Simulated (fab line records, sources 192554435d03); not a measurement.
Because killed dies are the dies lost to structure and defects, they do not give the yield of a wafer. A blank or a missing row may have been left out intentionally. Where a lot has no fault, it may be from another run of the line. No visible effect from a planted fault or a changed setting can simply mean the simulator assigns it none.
Check for tools in common | flow n5_finfet | Sampled: 9 lots, 27 wafers

== WHY THIS WAS OPENED ==
N5_BEOL_M15_RS_MEAS_54, reading M15_RS: flagged on 2 of 9 lots. No-fault wafers: 0.0214 ohm/sq, standard deviation 0.00034.
Rule: flag the lot when none of its wafers has a number, or when each of its wafers that has one lies beyond 4 standard deviations from that mean. All remaining lots are regarded as sound.

lot  | measured     | on            | M15_RS (ohm/sq), wafer by wafer | flag
L947 | day 11 15:13 | film_metro-01 | 0.0215 0.0214 0.0215            |
L960 | day 14 04:57 | film_metro-02 | 0.0215 0.0209 0.0217            |
L957 | day 14 05:07 | film_metro-02 | 32.650 32.640 32.728            | FLAGGED
L954 | day 14 05:50 | film_metro-02 | 31.700 31.623 31.508            | FLAGGED
L959 | day 14 17:58 | film_metro-01 | 0.0207 0.0214 0.0214            |
L961 | day 15 13:18 | film_metro-02 | 0.0216 0.0219 0.0216            |
L962 | day 15 18:10 | film_metro-02 | 0.0209 0.0214 0.0215            |
L965 | day 15 23:26 | film_metro-02 | 0.0211 0.0215 0.0215            |
L966 | day 16 11:11 | film_metro-02 | 0.0214 0.0207 0.0213            |
Averaged over the flagged lots the numbers come to 32.1415 ohm/sq, +32.1201 ohm/sq from the usual (+99 or more standard deviations).

== TOOL THAT RAN EACH LOT ==
The record holds 4 process steps before the reading, out of a route of 1938 steps. In each cell: the tool, then ch and the chambers that the sampled wafers went through, then the start.
lot  | flag    | N5_BEOL_M15_SPUTTER_43       | N5_BEOL_M15_ECD_47             | N5_BEOL_M15_CMP_49            | N5_BEOL_M15_DEP_53
L947 |         | pvd_sputter-01, day 11 13:58 | ecd_cu-02 ch 0,1, day 11 14:15 | cmp-01 ch 0,3, day 11 14:50   | pecvd-01 ch 0,1,2, day 11 15:09
L960 |         | pvd_sputter-03, day 14 03:42 | ecd_cu-02 ch 0,1, day 14 03:58 | cmp-01 ch 0,1,2, day 14 04:34 | pecvd-03 ch 1,2, day 14 04:53
L957 | FLAGGED | pvd_sputter-02, day 14 03:43 | ecd_cu-01 ch 0,1, day 14 03:59 | cmp-02 ch 0,2,3, day 14 04:41 | pecvd-04 ch 0,1, day 14 05:03
L954 | FLAGGED | pvd_sputter-01, day 14 03:43 | ecd_cu-02 ch 0,1, day 14 04:11 | cmp-01 ch 1,3, day 14 05:25   | pecvd-03 ch 0,1,2, day 14 05:46
L959 |         | pvd_sputter-03, day 14 16:43 | ecd_cu-01 ch 0,1, day 14 16:59 | cmp-03 ch 1,2,3, day 14 17:33 | pecvd-04 ch 0,1,2, day 14 17:54
L961 |         | pvd_sputter-01, day 15 12:04 | ecd_cu-02 ch 0,1, day 15 12:20 | cmp-03 ch 0,2, day 15 12:55   | pecvd-04 ch 0,1,2, day 15 13:14
L962 |         | pvd_sputter-01, day 15 16:55 | ecd_cu-02 ch 0,1, day 15 17:12 | cmp-02 ch 0,1, day 15 17:44   | pecvd-03 ch 0,2, day 15 18:06
L965 |         | pvd_sputter-02, day 15 22:00 | ecd_cu-01 ch 0, day 15 22:16   | cmp-01 ch 0,3, day 15 23:01   | pecvd-01 ch 1,2, day 15 23:22
L966 |         | pvd_sputter-03, day 16 09:40 | ecd_cu-02 ch 0,1, day 16 09:57 | cmp-03 ch 0,2,3, day 16 10:48 | pecvd-03 ch 0,1, day 16 11:07
These steps, and what they do:
- N5_BEOL_M15_SPUTTER_43: material TaN, target thk 15 nm, time 24.19 s.
- N5_BEOL_M15_ECD_47: material Cu, target thk 1860 nm.
- N5_BEOL_M15_CMP_49: polishes, stops on SiO2, t overpolish 4.9 s, target thk 850 nm.
- N5_BEOL_M15_DEP_53: deposits SiCN from 3MS/NH3, target thk 50 nm, time 17.8 s.
- N5_BEOL_M15_RS_MEAS_54: measures by four-point-probe.

== FLAGGED AGAINST TOTAL, ONE TOOL AT A TIME (gauges that did the reading follow at the end) ==
step                   | tool           | lots run | flagged | share of the flagged lots | sound lots run after its first flagged lot
N5_BEOL_M15_SPUTTER_43 | pvd_sputter-01 | 4        | 1       | some                      | 2 (L961,L962)
N5_BEOL_M15_SPUTTER_43 | pvd_sputter-02 | 2        | 1       | some                      | 1 (L965)
N5_BEOL_M15_SPUTTER_43 | pvd_sputter-03 | 3        | 0       | none                      | -
N5_BEOL_M15_ECD_47     | ecd_cu-01      | 3        | 1       | some                      | 2 (L959,L965)
N5_BEOL_M15_ECD_47     | ecd_cu-02      | 6        | 1       | some                      | 3 (L961,L962,L966)
N5_BEOL_M15_CMP_49     | cmp-01         | 4        | 1       | some                      | 1 (L965)
N5_BEOL_M15_CMP_49     | cmp-02         | 2        | 1       | some                      | 1 (L962)
N5_BEOL_M15_CMP_49     | cmp-03         | 3        | 0       | none                      | -
N5_BEOL_M15_DEP_53     | pecvd-01       | 2        | 0       | none                      | -
N5_BEOL_M15_DEP_53     | pecvd-03       | 4        | 1       | some                      | 2 (L962,L966)
N5_BEOL_M15_DEP_53     | pecvd-04       | 3        | 1       | some                      | 2 (L959,L961)
N5_BEOL_M15_RS_MEAS_54 | film_metro-01  | 2        | 0       | none                      | -
N5_BEOL_M15_RS_MEAS_54 | film_metro-02  | 7        | 2       | all                       | 4 (L961,L962,L965,L966)

== WHAT THE TABLE ALLOWS ==
In the table, 1 row covers all flagged lots: film_metro-02 at N5_BEOL_M15_RS_MEAS_54.
- film_metro-02 at N5_BEOL_M15_RS_MEAS_54 ran 7 lots, 2 of them flagged. After the first flagged lot (L961, L962, L965, L966), sound lots still ran on it; a lasting fault on the whole tool would not permit that.
There is no row in the table that ran each flagged lot and no sound lot after the first.

== WHAT THE SIMULATOR HAD INSERTED ==
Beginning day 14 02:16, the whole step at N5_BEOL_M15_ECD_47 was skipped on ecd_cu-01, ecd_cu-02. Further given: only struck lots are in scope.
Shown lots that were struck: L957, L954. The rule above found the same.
